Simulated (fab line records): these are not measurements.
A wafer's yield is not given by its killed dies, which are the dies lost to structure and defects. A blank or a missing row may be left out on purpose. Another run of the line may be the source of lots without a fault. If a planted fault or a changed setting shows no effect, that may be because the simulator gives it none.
Problem report, 8D (eight disciplines) form, completed by code | flow nand harc | the parts of the form that need people (team, actions taken, sign-off) are left out

== 1. PROBLEM STATEMENT ==
Mean of run length s at NHARC_A_WL_FILL_ETCHBACK_05: 60.4 s across 9 wafers in 3 lots; on wafers with no fault it is 81.2 s (standard deviation 0.54). That puts it -39 standard deviations away from the usual mean.
The step: etches the open film in Cl2/BCl3, target depth 22 nm, time 60 s.
Seen first at day 25 04:34 on rie metal-03, wafer L317.2. Wafers with a number at this step in the record: 36, from 12 lots. Rule for "out", or "out of limits": more than 4 standard deviations from the usual mean. All remaining wafers that have a number are taken as sound.

== 2. WHAT IT IS AND WHAT IT IS NOT ==
question                    | is                     | is not
which readings at this step | run length s           | drypump motor current A, oes product au
which lots                  | L316, L317, L319       | L308, L310, L311, L321, L323, L324, L326, L327, L328
which wafers of those lots  | all that have a number | -
read on which tools         | rie metal-03           | rie metal-01, rie metal-02
when                        | from day 25 04:34      | up to then (9 sound wafers); but 18 sound wafers of L321, L323, L324, L326, L327, L328 came after

== 3. WHAT RULES OUT EACH SUSPECT ==
Counting: any tool at a process step up to the reading is kept as a suspect provided that every lot that is out went through it and no sound lot did after the first of them.
- rie metal-03 at NHARC_A_WL_FILL_ETCHBACK_05 (etches the open film in Cl2/BCl3, target depth 22 nm, time 60 s): ruled out as a lasting fault. The sound lots L327, L328 went through it after L317, its earliest lot that is out (day 25 04:34).
Left after counting: nothing in the record.

== 4. THE CAUSE (what the simulator had put in) ==
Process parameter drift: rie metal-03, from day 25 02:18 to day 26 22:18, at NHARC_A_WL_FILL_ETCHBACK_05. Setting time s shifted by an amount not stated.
Counting ruled it out, wrongly.

== 5. SEQUENCE OF EFFECTS, ordered by route ==
One row per reading whose mean, taken over the struck wafers that have a number, lies over 3 standard deviations from the usual. Only readings whose record carries a usual standard deviation are examined. hours: median over the lots of the time between each lot's start at the first step of this table that gives one and its start at this step. sigmas: the change, counted in usual standard deviations.
hours | step                        | reading      | usual  | on struck wafers | change | sigmas
0     | NHARC_A_WL_FILL_ETCHBACK_05 | run length s | 81.2 s | 60.4             | -20.8  | -39
Process steps it contains:
- NHARC_A_WL_FILL_ETCHBACK_05: etches the open film in Cl2/BCl3, target depth 22 nm, time 60 s.

== 6. WHAT WOULD HAVE CAUGHT IT SOONER ==
First out-of-limits reading in this record: day 25 04:34, which is 2 hours after fault onset at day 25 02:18.
